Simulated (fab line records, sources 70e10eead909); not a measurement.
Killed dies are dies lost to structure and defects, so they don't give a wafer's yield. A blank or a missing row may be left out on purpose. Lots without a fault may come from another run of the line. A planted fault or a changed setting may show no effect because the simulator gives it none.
Which tool did it? | flow nand_harc | 12 lots, 35 wafers sampled, at 5 steps of a route of 1159

WHAT THE GAUGES READ, wafer by wafer
NHARC_END_SORT_01.
lot  | measured     | on        | defect_limited_yield (%) | killed_at_array | killed_at_other | killed_at_periphery | killed_dies | killed_open | killed_short | sort_bin_2_pct (%) | sort_bin_3_pct (%) | sort_bin_4_pct (%) | sort_n_pass | sort_rim_yield_pct (%) | sort_yield_pct (%)
L367 | day 19 18:43 | prober-01 | 97.0 97.2 97.3           | 16 15 16        | 1 0 0           | 3 4 2               | 20 19 18    | 6 3 5       | 2 2 0        | 0.3 0.9 1.2        | 0.15 0 0           | 2.5 1.9 1.5        | 657 658 659 | 94.3 98.1 98.1         | 97.0 97.2 97.3
L370 | day 20 15:57 | prober-01 | 5.9 93.9 5.5             | 630 35 637      | 1 2 1           | 6 4 2               | 637 41 640  | 4 3 2       | 1 1 2        | 90.1 2.4 91.6      | 0.74 0 0.15        | 3.2 3.7 2.8        | 40 636 37   | 17.0 96.2 16.0         | 5.9 93.9 5.5
L373 | day 21 03:26 | prober-02 | 96.2 94.8                | 24 31           | 0 1             | 2 3                 | 26 35       | 2 5         | 2 3          | 1.3 1.5            | 0.30 0.15          | 2.2 3.5            | 651 642     | 96.2 96.2              | 96.2 94.8
L372 | day 21 05:58 | prober-01 | 97.2 9.2 95.3            | 19 612 26       | 0 0 1           | 0 3 5               | 19 615 32   | 3 2 8       | 2 3 0        | 0.6 87.7 1.3       | 0 0.30 0           | 2.2 2.8 3.4        | 658 62 645  | 98.1 31.1 93.4         | 97.2 9.2 95.3
L374 | day 21 18:22 | prober-02 | 96.8 96.9 97.9           | 19 19 11        | 0 0 0           | 3 2 3               | 22 21 14    | 4 8 1       | 2 3 3        | 1.3 0.6 1.0        | 0.15 0.15 0        | 1.8 2.4 1.0        | 655 656 663 | 97.2 93.4 93.4         | 96.8 96.9 97.9
L378 | day 22 02:53 | prober-02 | 97.3 94.8 95.9           | 12 34 25        | 3 0 2           | 3 1 1               | 18 35 28    | 2 5 3       | 3 1 1        | 0.6 1.9 1.6        | 0.59 0.15 0.30     | 1.5 3.1 2.2        | 659 642 649 | 96.2 97.2 97.2         | 97.3 94.8 95.9
L380 | day 23 12:23 | prober-02 | 93.4 92.5 95.1           | 37 45 31        | 1 0 0           | 7 6 2               | 45 51 33    | 7 2 3       | 4 2 2        | 1.9 3.5 1.5        | 0.59 0.44 0.74     | 4.1 3.5 2.7        | 632 626 644 | 98.1 94.3 99.1         | 93.4 92.5 95.1
L381 | day 24 03:04 | prober-01 | 91.1 91.6 92.5           | 50 48 46        | 3 1 0           | 7 8 5               | 60 57 51    | 3 7 3       | 2 1 0        | 3.0 3.0 2.1        | 0.74 0.30 0.15     | 5.2 5.2 5.3        | 617 620 626 | 88.7 91.5 93.4         | 91.1 91.6 92.5
L384 | day 23 19:14 | prober-01 | 97.6 97.6 96.2           | 16 15 20        | 0 0 1           | 0 1 5               | 16 16 26    | 1 2 3       | 1 2 2        | 0.6 0.7 1.9        | 0.30 0 0.15        | 1.5 1.6 1.8        | 661 661 651 | 95.3 95.3 95.3         | 97.6 97.6 96.2
L383 | day 23 20:10 | prober-02 | 95.1 93.6 95.4           | 24 37 22        | 0 0 1           | 9 6 8               | 33 43 31    | 3 2 5       | 1 6 2        | 1.3 2.4 1.6        | 0.15 0.44 0.15     | 3.4 3.5 2.8        | 644 634 646 | 97.2 94.3 97.2         | 95.1 93.6 95.4
L385 | day 24 05:10 | prober-02 | 95.3 93.4 93.8           | 32 42 41        | 0 0 0           | 0 3 1               | 32 45 42    | 2 5 3       | 1 2 1        | 1.8 3.1 2.5        | 0.44 0.44 0.15     | 2.5 3.1 3.5        | 645 632 635 | 97.2 95.3 95.3         | 95.3 93.4 93.8
L387 | day 24 18:59 | prober-01 | 97.8 96.8 96.6           | 14 20 20        | 0 0 0           | 1 2 3               | 15 22 23    | 2 1 4       | 3 3 3        | 0.1 1.3 0.6        | 0.15 0.30 0.15     | 1.9 1.6 2.7        | 662 655 654 | 93.4 96.2 91.5         | 97.8 96.8 96.6

WHICH TOOL RAN EACH LOT (tool, then ch and the chambers of the sampled wafers, then the start)
lot  | NHARC_A_M0_DESCUM_14               | NHARC_A_M0_PVD_20                       | NHARC_A_M1_ETCH_15                 | NHARC_A_M1_CMP_23
L367 | rie_diel-05 ch 0,2,3, day 18 01:19 | pvd_sputter-02, day 18 05:25 or earlier | rie_diel-08 ch 0,3, day 18 05:25   | cmp-01 ch 1,2,3, day 18 07:26
L370 | rie_diel-13 ch 0,1,3, day 18 22:50 | pvd_sputter-02, day 19 03:08 or earlier | rie_diel-11 ch 0,1, day 19 03:08   | cmp-01 ch 1,2,3, day 19 05:08
L373 | rie_diel-13 ch 0, day 19 11:50     | pvd_sputter-01, day 19 16:14 or earlier | rie_diel-11 ch 1,3, day 19 16:14   | cmp-01 ch 2,3, day 19 18:11
L372 | rie_diel-05 ch 0,1,3, day 19 12:58 | pvd_sputter-01, day 19 17:17 or earlier | rie_diel-11 ch 0,1,2, day 19 17:17 | cmp-02 ch 0,1,3, day 19 19:13
L374 | rie_diel-05 ch 2,3, day 20 02:32   | pvd_sputter-01, day 20 07:06 or earlier | rie_diel-08 ch 0,3, day 20 07:06   | cmp-02 ch 0,2,3, day 20 09:07
L378 | rie_diel-10 ch 0,1,2, day 20 09:53 | pvd_sputter-02, day 20 14:04 or earlier | rie_diel-08 ch 1,3, day 20 14:04   | cmp-03 ch 0,1,3, day 20 16:04
L380 | rie_diel-13 ch 0,2, day 21 10:08   | pvd_sputter-02, day 21 14:26 or earlier | rie_diel-03 ch 1,3, day 21 14:26   | cmp-03 ch 1,2,3, day 21 16:28
L381 | rie_diel-13 ch 1,2,3, day 22 00:46 | pvd_sputter-01, day 22 05:07 or earlier | rie_diel-03 ch 0,1,2, day 22 05:07 | cmp-03 ch 0,1,2, day 22 07:04
L384 | rie_diel-05 ch 0,1,3, day 22 01:20 | pvd_sputter-02, day 22 05:41 or earlier | rie_diel-08 ch 0,3, day 22 05:41   | cmp-02 ch 0,1,2, day 22 07:43
L383 | rie_diel-05 ch 0,1,3, day 22 01:47 | pvd_sputter-02, day 22 06:04 or earlier | rie_diel-11 ch 0,1,3, day 22 06:04 | cmp-02 ch 0,1,3, day 22 08:06
L385 | rie_diel-13 ch 0,2,3, day 22 13:13 | pvd_sputter-02, day 22 17:27 or earlier | rie_diel-11 ch 1,2,3, day 22 17:27 | cmp-03 ch 0,1,3, day 22 19:41
L387 | rie_diel-05 ch 0,2, day 23 02:53   | pvd_sputter-03, day 23 08:31 or earlier | rie_diel-11 ch 1,2,3, day 23 08:31 | cmp-01 ch 0,2,3, day 23 10:38
- NHARC_A_M0_DESCUM_14: chemistry O2, time 3 s.
- NHARC_A_M0_PVD_20: deposits TaN, target thk 5 nm, time 8.06 s.
- NHARC_A_M1_ETCH_15: etches the open film in C4F8/Ar, target depth 182.5 nm, time 91.2 s.
- NHARC_A_M1_CMP_23: polishes, t overpolish 20 s, target thk 154.34 nm.

WHAT THE TOOLS THEMSELVES READ (means of the sampled wafers that have a number; where no wafer has one, the mark that the record gives instead)
NHARC_A_M0_DESCUM_14.
lot  | tool        | drypump_motor_current_A (A) | mfc_ar_sccm (sccm) | oes_product_au (a.u.) | rf_vpp_V (V) | showerhead_plenum_p_Torr (Torr) | throttle_valve_pct (%)
L367 | rie_diel-05 | 5.7                         | 0.011              | 1.006                 | 57.7         | 1.92                            | 11.307
L370 | rie_diel-13 | 5.8                         | 0.018              | 1.007                 | 57.7         | 1.95                            | 11.313
L373 | rie_diel-13 | 5.8                         | 0.017              | 1.002                 | 58.4         | 1.98                            | 11.312
L372 | rie_diel-05 | 5.6                         | 0.025              | 1.010                 | 58.5         | 1.93                            | 11.311
L374 | rie_diel-05 | 5.5                         | 0.007              | 1.016                 | 58.6         | 1.93                            | 11.297
L378 | rie_diel-10 | 5.8                         | 0.004              | 1.011                 | 58.2         | 1.95                            | 11.316
L380 | rie_diel-13 | 5.4                         | 0.016              | 0.994                 | 57.8         | 1.93                            | 11.319
L381 | rie_diel-13 | 5.5                         | 0.017              | 0.999                 | 58.4         | 1.90                            | 11.316
L384 | rie_diel-05 | 5.6                         | 0.025              | 1.012                 | 57.4         | 1.93                            | 11.314
L383 | rie_diel-05 | 5.6                         | 0.025              | 1.010                 | 58.2         | 1.93                            | 11.308
L385 | rie_diel-13 | 5.5                         | 0.020              | 1.003                 | 58.1         | 1.92                            | 11.306
L387 | rie_diel-05 | 5.7                         | 0.008              | 1.000                 | 58.0         | 1.93                            | 11.308

NHARC_A_M0_PVD_20.
lot  | tool           | throttle_valve_pct (%)
L367 | pvd_sputter-02 | 29.4
L370 | pvd_sputter-02 | 30.8
L373 | pvd_sputter-01 | 29.9
L372 | pvd_sputter-01 | 30.6
L374 | pvd_sputter-01 | 30.6
L378 | pvd_sputter-02 | 30.1
L380 | pvd_sputter-02 | 30.8
L381 | pvd_sputter-01 | 30.5
L384 | pvd_sputter-02 | 30.0
L383 | pvd_sputter-02 | 30.1
L385 | pvd_sputter-02 | 30.7
L387 | pvd_sputter-03 | 29.8

NHARC_A_M1_ETCH_15.
lot  | tool        | oes_product_au (a.u.) | rf_vpp_V (V)
L367 | rie_diel-08 | 0.918                 | 444.3
L370 | rie_diel-11 | 0.863                 | 441.8
L373 | rie_diel-11 | 0.976                 | 438.8
L372 | rie_diel-11 | 0.892                 | 440.6
L374 | rie_diel-08 | 0.959                 | 442.6
L378 | rie_diel-08 | 0.973                 | 444.6
L380 | rie_diel-03 | 0.919                 | 441.6
L381 | rie_diel-03 | 0.911                 | 439.6
L384 | rie_diel-08 | 0.969                 | 443.3
L383 | rie_diel-11 | 0.980                 | 440.8
L385 | rie_diel-11 | 0.967                 | 438.4
L387 | rie_diel-11 | 0.930                 | 438.5

NHARC_A_M1_CMP_23.
lot  | tool   | motor_current_A (A) | pad_life_wafers | time_to_endpoint_s (s)
L367 | cmp-01 | 11.6                | 199             | 30.2
L370 | cmp-01 | 11.1                | 350             | 28.8
L373 | cmp-01 | 11.3                | 438             | 29.9
L372 | cmp-02 | 11.2                | 157             | 27.7
L374 | cmp-02 | 11.8                | 248             | 32.5
L378 | cmp-03 | 12.4                | 68              | 26.0
L380 | cmp-03 | 12.6                | 188             | 26.2
L381 | cmp-03 | 13.4                | 266             | 27.9
L384 | cmp-02 | 12.7                | 583             | 28.9
L383 | cmp-02 | 11.2                | 590             | 30.7
L385 | cmp-03 | 13.0                | 325             | 28.7
L387 | cmp-01 | 11.5                | 362             | 27.3

THE ANSWER, worked out from the rows above alone
Rule: what is usual is taken from the lots themselves. Put in order of their means at a reading, lots are off if they are a third of the lots or fewer, leave a main group of 4 or more, and stand apart from it by a gap of 3 or more times the standard deviation of the main group's means; of several such gaps the widest counts. A main group whose means are all the same, to the digits that the tables above print for the reading, isn't used. A lot without any number at a reading at which 4 lots or more have one is off too. The other lots that the step has rows for count as sound. The gauges are gone through in route order, then the tools' own readings, and for those a lot's mean is taken as printed above. The first step at which some lot is off is used, and at that step the reading that is off furthest; a lot without a number counts as furthest.
Off: L370, L372, at NHARC_END_SORT_01 (sort_bin_2_pct). The main group: mean 1.6 %, standard deviation 0.69.
A tool fits if, at a process step before that reading, it ran every lot that is off, and no sound lot after the first of them. The gauges at NHARC_END_SORT_01 are tried like those tools. NHARC_A_M0_PVD_20 gives no start for some lots, so the hours and the order of its lots are those of NHARC_A_M1_ETCH_15. None of those tried fits.

WHAT THE SIMULATOR HAD PUT IN
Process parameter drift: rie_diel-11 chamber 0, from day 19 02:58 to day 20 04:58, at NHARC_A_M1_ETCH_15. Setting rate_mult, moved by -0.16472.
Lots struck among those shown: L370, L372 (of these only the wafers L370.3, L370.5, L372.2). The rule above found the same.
